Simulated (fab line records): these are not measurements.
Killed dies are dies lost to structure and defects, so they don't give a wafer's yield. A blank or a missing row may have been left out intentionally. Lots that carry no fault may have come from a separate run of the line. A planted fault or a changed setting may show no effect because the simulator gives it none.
fab line records	flow n5Finfet
record lots=6	wafers=18	lastDay=17
route steps=1938 shown MIM_TOP_LITHO@1839 MIM_TOP_ETCH@1851
lots that met no fault: from a run of the same line without faults
startH: hours from the record's first day to the start of the lot's first wafer shown	waitH: hours from the lot's prior step to this one	" identical to the entry in the row above	L1.1+2: a row that stands for several wafers	- no value, or no start given	* or withheld: withheld	< > ~ a bound
route shown NAME@n: a module of which the file shows steps, and the number in the route of the first	usual: mean and standard deviation over wafers with no fault	same: alike in all rows	chamber/n: place in a boat	sites: the reading at each site	_std_site: the values' standard deviation	_edge_site: mean of outer sites minus mean of inner sites	radiusMm: how far each site lies from the wafer's centre	mask NAME#n: copy n	behind: the last tool/chamber to shape the wafer	hold: the reason the lot was held/the length of the hold in hours/how it ended	device: names the non-switching transistor (n, p or np)	end of line: the tests these same wafers got at the end of their route	for a step that has no rows: nothing shown but its recipe	killed: at the first sort, the dies lost to defects and structure; wafer yield is something else	map: per-die view of a wafer (x killed, . not killed, _ where there is no die)
set.NAME: the setting that was run; set.NAME@STEP: the one run at that earlier step	model.NAME: the simulator's own value behind a step, which no gauge read
lots seen at some steps along the route; tables by step, rows by wafer
services: a tool's chamber out of use, with start hour (startH, from the record's first day; less than 0 if before it), hours out, and reason
## steps
# step N5_MIM_TOP_LITHO_HMDS_01
# recipe timeS=60	tempC=120
# step N5_MIM_TOP_LITHO_COAT_02
# recipe spinRpm=*	resistThkNm=*
# step N5_MIM_TOP_LITHO_EBR_04
# recipe solvent=PGMEA	ebrWidthMm=1.5
# step N5_MIM_TOP_LITHO_SOFTBAKE_03
# recipe tempC=100	timeS=90
# step N5_MIM_TOP_LITHO_EXPOSE_05
# recipe maskId=MIM_TOP	na=0.55	sourceShape=conventional	sigmaOuter=0.8	polarization=unpolarized	targetCdNm=2000	doseMj=20.5
# step N5_MIM_TOP_LITHO_PEB_06
# recipe pebTempC=withheld	pebTimeS=*
# step N5_MIM_TOP_LITHO_DEVELOP_07
# recipe developTimeS=60	rinseLiquid=diw	dry=airSpin	devTempC=21
# step N5_MIM_TOP_LITHO_HARDBAKE_09
# recipe tempC=130	timeS=120
# step N5_MIM_TOP_LITHO_CD_MEAS_08
# recipe targetCdNm=2000	landingEnergyEv=500	detector=seInlens
# usual cdNm=2000.3/1.5
# same landingEnergyEv=500
lot.wafer	tool	chamber	startH	waitH	cdNm
L397.2	cdSem-03	0	289.53	-	1999.7
L397.4	"	0	"	"	1999.5
L397.6	"	0	"	"	2001.7
L401.2	cdSem-01	0	310.71	-	2002.2
L401.4	"	0	"	"	2001.6
L401.5	"	0	"	"	2000.8
L405.1	cdSem-02	0	334.11	-	1999.9
L405.2	"	0	"	"	1998.9
L405.5	"	0	"	"	1998.2
L406.1	cdSem-02	0	351.12	-	1999.9
L406.3	"	0	"	"	2001.5
L406.6	"	0	"	"	2000.0
L409.2	cdSem-01	0	351.35	-	1999.4
L409.5	"	0	"	"	1998.7
L409.6	"	0	"	"	1998.2
L417.1	cdSem-03	0	399.41	-	2000.2
L417.2	"	0	"	"	2001.2
L417.3	"	0	"	"	2000.5
# step N5_MIM_TOP_LITHO_OVL_MEAS_11
# recipe pointsPerWafer=44
# usual MIM_TOP_OVL=-3/5.1
lot.wafer	tool	chamber	startH	waitH	MIM_TOP_OVL[nm]
L397.2	overlay-02	0	289.56	0.0	1
L397.4	"	0	"	"	-2
L397.6	"	0	"	"	-2
L401.2	overlay-02	0	310.74	0.0	4
L401.4	"	0	"	"	-1
L401.5	"	0	"	"	6
L405.1	overlay-01	0	334.14	0.0	-3
L405.2	"	0	"	"	-3
L405.5	"	0	"	"	-2
L406.1	overlay-02	0	351.15	0.0	3
L406.3	"	0	"	"	8
L406.6	"	0	"	"	9
L409.2	overlay-02	0	351.38	0.0	-4
L409.5	"	0	"	"	-1
L409.6	"	0	"	"	1
L417.1	overlay-02	0	399.44	0.0	-7
L417.2	"	0	"	"	3
L417.3	"	0	"	"	-1
# step N5_MIM_TOP_LITHO_INSPECT_12
# recipe mode=adi	inspectInstrument=macro
# usual rawDefectCount=2.0/1.5
lot.wafer	tool	chamber	startH	waitH	rawDefectCount
L397.2	defectInspect-02	-	289.58	0.0	3
L397.4	"	-	"	"	4
L397.6	"	-	"	"	5
L401.2	defectInspect-01	-	310.76	0.0	4
L401.4	"	-	"	"	0
L401.5	"	-	"	"	0
L405.1	defectInspect-01	-	334.17	0.0	1
L405.2	"	-	"	"	2
L405.5	"	-	"	"	2
L406.1	defectInspect-01	-	351.17	0.0	4
L406.3	"	-	"	"	1
L406.6	"	-	"	"	0
L409.2	defectInspect-02	-	351.40	0.0	2
L409.5	"	-	"	"	0
L409.6	"	-	"	"	4
L417.1	defectInspect-02	-	399.47	0.0	0
L417.2	"	-	"	"	2
L417.3	"	-	"	"	0
# step N5_MIM_TOP_LITHO_DESCUM_10
# recipe chemistry=O2	timeS=7.9	sourcePowerW=50	biasPowerW=20	pressureMtorr=20	rfFrequencyHz=2.712e+07	tempC=40	o2FlowSccm=225
# usual drypumpMotorCurrentA=5.7/0.48	oesProductAu=0.80/0.081	rfVppV=243.4/1.4	showerheadPlenumPTorr=2.11/0.076	throttleValvePct=20.24/0.19
lot.wafer	tool	chamber	startH	waitH	drypumpMotorCurrentA	oesProductAu	rfHoursCounterH	rfVppV	showerheadPlenumPTorr	throttleValvePct
L397.2	rieDiel-01	3	289.65	0.1	5.1	0.76	102	245.2	2.19	20.13
L397.4	"	0	"	"	5.5	0.89	34	243.6	2.13	19.83
L397.6	"	3	"	"	5.1	0.77	-	246.4	2.19	20.13
L401.2	rieDiel-01	0	310.90	0.1	5.5	0.87	43	243.8	2.13	19.85
L401.4	"	2	"	"	5.4	0.78	121	244.3	2.20	20.28
L401.5	"	1	"	"	6.1	0.69	-	240.2	1.98	20.34
L405.1	rieDiel-05	1	334.20	0.0	6.1	0.87	43	241.7	2.04	20.22
L405.2	"	0	"	"	5.2	0.89	18	243.7	2.14	20.20
L405.5	"	2	"	"	6.3	0.67	-	242.3	2.06	20.64
L406.1	rieDiel-03	1	351.25	0.1	5.6	0.74	164	244.1	2.18	20.15
L406.3	"	0	"	"	6.3	0.81	90	242.4	2.03	20.42
L406.6	"	1	"	"	5.7	0.74	-	243.3	2.18	20.15
L409.2	rieDiel-01	1	351.43	0.0	6.1	0.97	0	245.3	2.24	20.03
L409.5	"	0	"	"	5.5	0.86	-	242.7	2.12	19.86
L409.6	"	3	"	"	5.1	0.74	-	244.3	2.18	20.18
L417.1	rieDiel-01	0	399.50	0.0	5.5	0.84	73	243.3	2.12	19.89
L417.2	"	3	"	"	5.1	0.73	148	244.1	2.17	20.20
L417.3	"	2	"	"	5.4	0.74	156	244.9	2.19	20.34
# step N5_MIM_TOP_ETCH_ETCH_00
# recipe chemistry=Cl2/BCl3	target=TiN	targetDepthA=385	ionEnergyEv=150	pressureMtorr=10	icpW=1000	biasW=126	Cl2_flow_sccm=53.25	bcl3FlowSccm=21.75	Ar_flow_sccm=25
# usual biasW=126.0/0.37	drypumpMotorCurrentA=5.8/0.42	oesProductAu=0.75/0.066	throttleValvePct=22.63/0.099
lot.wafer	tool	chamber	startH	waitH	biasW	drypumpMotorCurrentA	oesProductAu	rfHoursCounterH	throttleValvePct	model.MIM_TOP_ETCH.featureDepthNm	model.etch.depthNm
L397.2	rieMetal-01	0	289.73	0.1	126.0	6.6	0.79	32	22.68	38.6	38.67
L397.4	"	0	"	"	126.2	6.6	0.78	-	22.68	38.2	38.28
L397.6	"	1	"	"	125.9	5.8	0.72	-	22.52	37.4	37.49
L401.2	rieMetal-03	0	310.99	0.1	125.5	5.2	0.82	20	22.62	38.4	38.31
L401.4	"	0	"	"	126.2	5.2	0.83	-	22.62	38.8	38.75
L401.5	"	0	"	"	126.0	5.2	0.83	-	22.64	38.6	38.55
L405.1	rieMetal-02	0	334.29	0.1	125.2	5.9	0.84	25	22.48	39.2	39.17
L405.2	"	1	"	"	125.6	5.4	0.69	78	22.77	39	39.08
L405.5	"	1	"	"	125.9	5.5	0.69	-	22.77	39.2	39.17
L406.1	rieMetal-02	1	351.36	0.1	114.3	5.5	0.67	80	22.78	37.6	37.57
L406.3	"	1	"	"	114.2	5.4	0.67	-	22.78	37.2	37.22
L406.6	"	1	"	"	114.8	5.5	0.67	-	22.79	37	37.02
L409.2	rieMetal-02	0	351.52	0.1	115.0	5.9	0.81	27	22.49	37.6	37.69
L409.5	"	1	"	"	114.9	5.5	0.68	-	22.79	37.6	37.65
L409.6	"	0	"	"	114.3	5.9	0.81	-	22.48	37.8	37.83
L417.1	rieMetal-03	1	399.59	0.1	125.8	5.7	0.66	95	22.67	38.4	38.34
L417.2	"	0	"	"	126.4	5.2	0.80	30	22.66	38.6	38.57
L417.3	"	0	"	"	126.3	5.2	0.80	-	22.67	38.4	38.31
# step N5_MIM_TOP_ETCH_STRIP_01
# recipe chemistry=O2	powerW=600	tempC=60	pressureMtorr=30	rfFrequencyHz=6e+07	biasPowerW=0	overashFraction=0.5	o2FlowSccm=225
# usual drypumpMotorCurrentA=5.88/0.25	oesProductAu=0.81/0.084	rfVppV=3.8/1.4	showerheadPlenumPTorr=2.11/0.068	throttleValvePct=16.7/0.3
# same overashFraction=0.5
lot.wafer	tool	chamber	startH	waitH	drypumpMotorCurrentA	oesProductAu	rfHoursCounterH	rfVppV	showerheadPlenumPTorr	throttleValvePct
L397.2	rieDiel-02	0	289.98	0.2	6.10	0.73	196	4.2	2.09	16.9
L397.4	"	2	"	"	5.31	0.76	-	4.2	2.01	16.6
L397.6	"	1	"	"	5.89	0.69	-	4.7	2.06	17.1
L401.2	rieDiel-02	2	311.13	0.1	5.32	0.72	191	2.9	2.01	16.6
L401.4	"	2	"	"	5.32	0.74	-	4.7	2.01	16.6
L401.5	"	0	"	"	6.08	0.73	-	3.3	2.08	17.0
L405.1	rieDiel-06	1	334.43	0.1	5.96	0.89	35	2.2	2.15	16.5
L405.2	"	3	"	"	6.17	0.75	136	3.7	2.02	16.9
L405.5	"	3	"	"	6.17	0.74	-	6.0	2.02	16.9
L406.1	rieDiel-02	3	351.77	0.4	5.59	0.91	35	4.6	2.14	16.5
L406.3	"	2	"	"	5.35	0.74	205	2.6	2.01	16.7
L406.6	"	1	"	"	5.90	0.94	-	3.9	2.05	16.6
L409.2	rieDiel-04	2	351.80	0.2	5.86	0.82	69	2.4	2.04	16.2
L409.5	"	2	"	"	5.85	0.86	-	3.7	2.04	16.1
L409.6	"	0	"	"	5.85	0.73	-	3.1	2.17	17.1
L417.1	rieDiel-04	2	399.79	0.2	5.81	0.82	87	1.6	2.03	16.1
L417.2	"	0	"	"	5.87	0.72	213	4.3	2.16	17.1
L417.3	"	1	"	"	6.26	0.85	83	3.2	2.22	16.8
## services
tool	chamber	startH	hours	kind
rieDiel-04	-	270.47	28.1	pm
rieDiel-02	3	286.50	12.4	repair
rieDiel-02	1	298.96	-	clean
rieDiel-04	2	300.05	8.2	repair
rieDiel-01	1	300.08	2.1	repair
rieDiel-03	-	306.71	2.8	pm
rieDiel-06	2	315.03	5.0	repair
rieDiel-03	2	315.09	11.2	repair
rieDiel-05	3	331.50	3.1	repair
rieDiel-04	2	334.34	3.7	repair
rieDiel-01	1	337.69	-	clean
rieDiel-01	1	337.69	-	consumableReplace:focusRing
rieDiel-01	1	337.69	-	consumableReplace:showerhead
rieDiel-01	1	337.69	13.0	scheduledDown
rieDiel-01	1	337.69	13.0	ventCycle
rieDiel-01	0	338.64	8.2	repair
rieDiel-06	2	364.29	10.0	repair
rieDiel-06	-	368.95	1.7	repair
rieMetal-03	0	385.93	3.5	repair
rieMetal-02	-	386.02	0.7	repair
rieDiel-04	3	386.30	19.0	repair
rieDiel-02	-	389.42	14.6	pm
rieMetal-02	-	391.73	1.4	pm
rieDiel-01	1	396.67	8.1	repair
## key
firstSign step=N5_MIM_TOP_ETCH_ETCH_00	reading=biasW	direction=down	sigmas=31	usual=*	struck=*
effect none on later readings
modelEffect step=N5_MIM_TOP_ETCH_ETCH_00	value=MIM_TOP_ETCH.featureDepthNm	without=38.83	struck=37.47
metAt N5_MIM_TOP_ETCH_ETCH_00
struckWafers L406.1,L406.3,L406.6,L409.2,L409.5,L409.6
onsetBetween 334.29 351.36
fault kind=processParameterDrift	tool=rieMetal-02	chamber=-	onsetH=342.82	steps=N5_MIM_TOP_ETCH_ETCH_00	channel=biasW	offset=*	shape=step	endH=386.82	actsIn=*	stated=*
